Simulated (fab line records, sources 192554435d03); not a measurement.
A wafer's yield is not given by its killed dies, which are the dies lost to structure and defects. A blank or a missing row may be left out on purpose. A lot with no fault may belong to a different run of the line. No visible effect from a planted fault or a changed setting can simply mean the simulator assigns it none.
Matching of chambers	flow n5-finfet	N5_BEOL_M10_CURE_71 on uv-cure-02: 3 sister chambers
The step cures SiCOH lowk, time 240 s. 6 wafers are shown with their chamber, then 9 later ones without.

## WAFERS WITH THEIR CHAMBER
wafer	chamber	wafer_temp_C_max	lamp-power-pct (%)
L078.3	2	388.1	52.41
L078.5	2	386.6	52.33
L088.2	0	387.1	52.31
L088.6	0	387.3	52.24
L086.3	1	386.6	52.33
L086.4	1	386.6	52.27

## WAFERS WITH NO CHAMBER GIVEN
wafer	wafer_temp_C_max	lamp-power-pct (%)
L090.3	387.9	52.30
L090.4	387.2	52.33
L090.6	386.8	52.25
L095.2	387.0	52.33
L095.3	386.5	52.35
L095.5	386.9	52.25
L097.2	386.7	52.36
L097.3	386.9	52.37
L097.6	387.2	52.35

## THE CHAMBER EACH PASSED THROUGH
wafer	from the rows above	in truth
L090.3	can't be placed: 0 or 2 or 1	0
L090.4	can't be placed: 2 or 0 or 1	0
L090.6	can't be placed: 0 or 1 or 2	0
L095.2	can't be placed: 1 or 2 or 0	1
L095.3	can't be placed: 1 or 2 or 0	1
L095.5	can't be placed: 0 or 1 or 2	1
L097.2	can't be placed: 2 or 1 or 0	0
L097.3	can't be placed: 2 or 1 or 0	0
L097.6	can't be placed: 2 or 1 or 0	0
Correct placement for 0 of the 9. From these rows, 9 cannot be placed; in 9 the true chamber is one of the candidates. Number placed wrongly: 0.
How it was worked out, from the rows above alone: a wafer's distance from a chamber is the root of the sum, over the readings, of the square of ((its reading less the chamber's mean) divided by the reading's scatter). If the next closest chamber is less than 2 further off than the closest, the wafer can't be placed; otherwise it belongs to the closest. Each chamber's mean is taken over the wafers shown for it. The scatter: the root of (the sum of the squares of (reading less its chamber's mean) over the shown wafers, divided by (wafers less chambers)).
